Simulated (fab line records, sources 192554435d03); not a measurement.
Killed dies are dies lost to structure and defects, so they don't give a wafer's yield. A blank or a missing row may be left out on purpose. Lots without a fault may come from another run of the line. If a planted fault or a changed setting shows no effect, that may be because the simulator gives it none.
Lot-split experiment    flow n5 finfet    7 lots, 21 wafers read, on a route of 1938 steps

== SPLIT DETAILS ==
At N5_BEOL_M14_DEP_53 (deposits SiCN from 3MS/NH3, target thk 50 nm, time 17.8 s), the setting time s was moved away from the recipe's 17.8 s on 9 of the 21 wafers read, by -14.8% to +5.0%. For the rest of the wafers, this setting stayed at what the recipe calls for.

The split's own step is where the reading is taken.

== THE READING ==
SiCN_of_BEOL_M14_DEP_53.thk nm (the simulator's own value, which no gauge read), in nm, at N5_BEOL_M14_DEP_53 (deposits SiCN from 3MS/NH3, target thk 50 nm, time 17.8 s). There is no usual value for it anywhere in the file. Across the 12 wafers here that went through the recipe, the average is 50.4 nm and the standard deviation 0.68 nm.

wafer   tool, chamber at the split  time s as run, s  against the recipe  SiCN_of_BEOL_M14_DEP_53.thk nm, nm  against lot-mates on the recipe
L074.2  pecvd-04, 2                 16.36             -8.1%               46                                  -3.5
L074.3  pecvd-04, 0                 17.8              recipe              48.8                                -
L074.4  pecvd-04, 1                 17.8              recipe              50.2                                -
L080.2  pecvd-01, 0                 17.8              recipe              49.4                                -
L080.3  pecvd-01, 1                 16.89             -5.1%               47.8                                -2.2
L080.6  pecvd-01, 1                 17.8              recipe              50.6                                -
L082.4  pecvd-04, 1                 17.8              recipe              50.8                                -
L082.5  pecvd-04, 0                 17.8              recipe              50                                  -
L082.6  pecvd-04, 2                 17.8              recipe              51.2                                -
L086.1  pecvd-04, 2                 17.8              recipe              50.4                                -
L086.4  pecvd-04, 1,2               17.8              recipe              51                                  -
L086.5  pecvd-04, 1,2               17.8              recipe              51                                  -
L089.1  pecvd-03, 1                 15.17             -14.8%              42.4                                no lot-mate on the recipe
L089.4  pecvd-03, 1                 15.17             -14.8%              43.6                                no lot-mate on the recipe
L089.6  pecvd-03, 2                 15.17             -14.8%              43.2                                no lot-mate on the recipe
L091.1  pecvd-04, 2                 17.8              recipe              50.4                                -
L091.4  pecvd-04, 1                 18.69             +5.0%               53.6                                +3.2
L091.6  pecvd-04, 0                 18.69             +5.0%               52.2                                +1.8
L093.3  pecvd-04, 2                 15.69             -11.9%              44.2                                -6.6
L093.4  pecvd-04, 2                 15.69             -11.9%              45.8                                -5.0
L093.6  pecvd-04, 0                 17.8              recipe              50.8                                -
Where a row lists several chambers, the file gives one row for several wafers and doesn't say which wafer went through which chamber.

THE FIT
A straight line over all 21 wafers: SiCN_of_BEOL_M14_DEP_53.thk nm changes by +0.488 nm for each +1% of time s; r = +0.98; the points scatter about the line by 0.69 nm.
The same after taking each lot's own level away (the mean of its wafers on the recipe; 18 wafers): +0.48 nm for each +1%; r = +0.97; scatter 0.57 nm.
Per that fit: largest time s move, reading shift of 7.1 nm.
From 49.50 to 50.80 nm: that is the span of the lots' own levels, equal to 1.9 times the standard deviation above.
Consequently the slope shifts little with the lot-to-lot level, the two slopes agreeing.
Check: -5.18 nm against its lot-mates is what the line predicts for one of the wafers moved furthest among these (-11.9%) when that wafer is left out of the fit. It came out at -6.6 nm against them.

== ADDITIONAL SPLITS CARRIED BY THESE WAFERS ==
Before the reading, these wafers also passed through other splits. Each is held against what the fit with the lots' levels taken away leaves over:
other split on the same wafers  wafers away from the commonest value  r with SiCN_of_BEOL_M14_DEP_53.thk nm (lot level and that fit taken away)
N5_BEOL_M11_COAT_22 spin rpm    5                                     +0.17
N5_BEOL_M12_SPUTTER_43 power w  10                                    +0.00
N5_BEOL_M12_SPUTTER_44 time s   9                                     -0.28
N5_BEOL_M14_EXPOSE_25 dose mj   7                                     +0.34
N5_BEOL_M14_PEB_26 peb temp c   4                                     +0.30

== FILE'S OWN FIT ==
SiCN_of_BEOL_M14_DEP_53.thk nm changes by +0.47 nm for each +1% of time s, r = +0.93.
